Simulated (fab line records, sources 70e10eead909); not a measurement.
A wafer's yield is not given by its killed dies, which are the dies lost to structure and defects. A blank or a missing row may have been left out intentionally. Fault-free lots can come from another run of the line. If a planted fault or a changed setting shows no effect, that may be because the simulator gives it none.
Chamber matching || flow nand harc || 3 sister chambers for NHARC_A_STAIRCASE_DEP_151 on pecvd-02
The step deposits SiO2, target thk 3800 nm. 16 wafers are shown with their chamber, then 8 later ones without.

WAFERS WITH THEIR CHAMBER
{"wafer": "L076.1", "chamber": 2, "heater power w (W)": 596, "heater power outer w (W)": 343}
{"wafer": "L076.3", "chamber": 0, "heater power w (W)": 865, "heater power outer w (W)": 476}
{"wafer": "L076.5", "chamber": 2, "heater power w (W)": 570, "heater power outer w (W)": 314}
{"wafer": "L081.3", "chamber": 2, "heater power w (W)": 699, "heater power outer w (W)": 412}
{"wafer": "L081.4", "chamber": 2, "heater power w (W)": 585, "heater power outer w (W)": 309}
{"wafer": "L081.6", "chamber": 1, "heater power w (W)": 543, "heater power outer w (W)": 324}
{"wafer": "L082.1", "chamber": 2, "heater power w (W)": 701, "heater power outer w (W)": 406}
{"wafer": "L082.2", "chamber": 1, "heater power w (W)": 639, "heater power outer w (W)": 394}
{"wafer": "L082.5", "chamber": 1, "heater power w (W)": 536, "heater power outer w (W)": 330}
{"wafer": "L087.1", "chamber": 0, "heater power w (W)": 693, "heater power outer w (W)": 376}
{"wafer": "L087.2", "chamber": 1, "heater power w (W)": 712, "heater power outer w (W)": 437}
{"wafer": "L087.3", "chamber": 2, "heater power w (W)": 661, "heater power outer w (W)": 390}
{"wafer": "L090.1", "chamber": 1, "heater power w (W)": 676, "heater power outer w (W)": 435}
{"wafer": "L090.3", "chamber": 2, "heater power w (W)": 603, "heater power outer w (W)": 352}
{"wafer": "L090.5", "chamber": 1, "heater power w (W)": 571, "heater power outer w (W)": 336}
{"wafer": "L092.1", "chamber": 0, "heater power w (W)": 737, "heater power outer w (W)": 386}

SIGNATURES (means of the wafers above)
{"reading": "heater power w", "chamber 0": 765.00, "chamber 1": 612.83, "chamber 2": 630.71, "scatter within a chamber": 68.7}
{"reading": "heater power outer w", "chamber 0": 412.67, "chamber 1": 376.00, "chamber 2": 360.86, "scatter within a chamber": 48.7}
Rule: distance of a wafer from a chamber = root of the sum over the readings of ((wafer's reading minus chamber's mean) / reading's scatter) squared. If the next closest chamber is less than 2 further off than the closest, the wafer can't be placed; otherwise it belongs to the closest. The scatter: take each reading less its chamber's mean, square it, sum over the shown wafers, divide by the number of wafers less the number of chambers, and take the root.

WAFERS WITH NO CHAMBER GIVEN
{"wafer": "L092.3", "heater power w (W)": 686, "heater power outer w (W)": 399}
{"wafer": "L092.4", "heater power w (W)": 656, "heater power outer w (W)": 336}
{"wafer": "L094.1", "heater power w (W)": 618, "heater power outer w (W)": 343}
{"wafer": "L094.3", "heater power w (W)": 630, "heater power outer w (W)": 367}
{"wafer": "L094.6", "heater power w (W)": 642, "heater power outer w (W)": 338}
{"wafer": "L095.3", "heater power w (W)": 789, "heater power outer w (W)": 435}
{"wafer": "L095.5", "heater power w (W)": 552, "heater power outer w (W)": 303}
{"wafer": "L095.6", "heater power w (W)": 650, "heater power outer w (W)": 332}

CHAMBER TAKEN BY EACH
{"wafer": "L092.3", "from the rows above": "can't be placed: 2 or 1 or 0", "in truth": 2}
{"wafer": "L092.4", "from the rows above": "can't be placed: 2 or 1 or 0", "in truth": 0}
{"wafer": "L094.1", "from the rows above": "can't be placed: 2 or 1", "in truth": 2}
{"wafer": "L094.3", "from the rows above": "can't be placed: 2 or 1", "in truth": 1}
{"wafer": "L094.6", "from the rows above": "can't be placed: 2 or 1 or 0", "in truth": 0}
{"wafer": "L095.3", "from the rows above": 0, "in truth": 0}
{"wafer": "L095.5", "from the rows above": "can't be placed: 2 or 1", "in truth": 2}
{"wafer": "L095.6", "from the rows above": "can't be placed: 2 or 1 or 0", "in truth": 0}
Placed correctly: 1 of 8. These rows do not allow placing 7 (true chamber among the candidates in 7). Number placed wrongly: 0.
